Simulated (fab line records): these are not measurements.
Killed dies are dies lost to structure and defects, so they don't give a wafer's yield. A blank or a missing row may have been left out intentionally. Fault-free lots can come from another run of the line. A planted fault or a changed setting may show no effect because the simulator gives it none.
Matching of chambers + flow n5Finfet + N5_BEOL_M3_ALD_84 on aldMetal-02 has 4 sister chambers
The step deposits TaN, pulse time 2 s, purge time 3 s, co reactant purge time 2 s. 4 wafers are shown with their chamber, then 12 later ones without.

WAFERS, EACH WITH ITS CHAMBER
| wafer  | chamber | heaterPowerW (W) |
|--------|---------|------------------|
| L092.5 | 2       | 410              |
| L089.3 | 1       | 559              |
| L089.4 | 3       | 385              |
| L089.6 | 0       | 495              |

WAFERS WITHOUT THEIR CHAMBER
| wafer  | heaterPowerW (W) |
|--------|------------------|
| L090.1 | 375              |
| L090.4 | 554              |
| L090.6 | 414              |
| L094.1 | 379              |
| L094.2 | 499              |
| L094.3 | 411              |
| L094.4 | 554              |
| L094.5 | 489              |
| L094.6 | 378              |
| L096.4 | 398              |
| L096.5 | 528              |
| L096.6 | 413              |

EACH ONE'S CHAMBER
| wafer  | from the rows above     | in truth |
|--------|-------------------------|----------|
| L090.1 | 3                       | 3        |
| L090.4 | 1                       | 1        |
| L090.6 | 2                       | 2        |
| L094.1 | 3                       | 3        |
| L094.2 | 0                       | 0        |
| L094.3 | 2                       | 2        |
| L094.4 | 1                       | 1        |
| L094.5 | 0                       | 0        |
| L094.6 | 3                       | 3        |
| L096.4 | can't be placed: 2 or 3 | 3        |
| L096.5 | can't be placed: 1 or 0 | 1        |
| L096.6 | 2                       | 2        |
10 of 12 placed correctly. Can't be placed from these rows: 2 (the true chamber is among the candidates in 2). Wrongly placed: 0.
How it was worked out, from the rows above alone: a wafer's distance from a chamber is the root of the sum, over the readings, of the square of ((its reading less the chamber's mean) divided by the reading's scatter). If the next closest chamber is less than 2 further off than the closest, the wafer can't be placed; otherwise it belongs to the closest. Each chamber's mean is taken over the wafers shown for it. The scatter (one wafer shown for each chamber): square how far every hidden wafer sits from the nearest shown wafer, average those squares and take the square root.
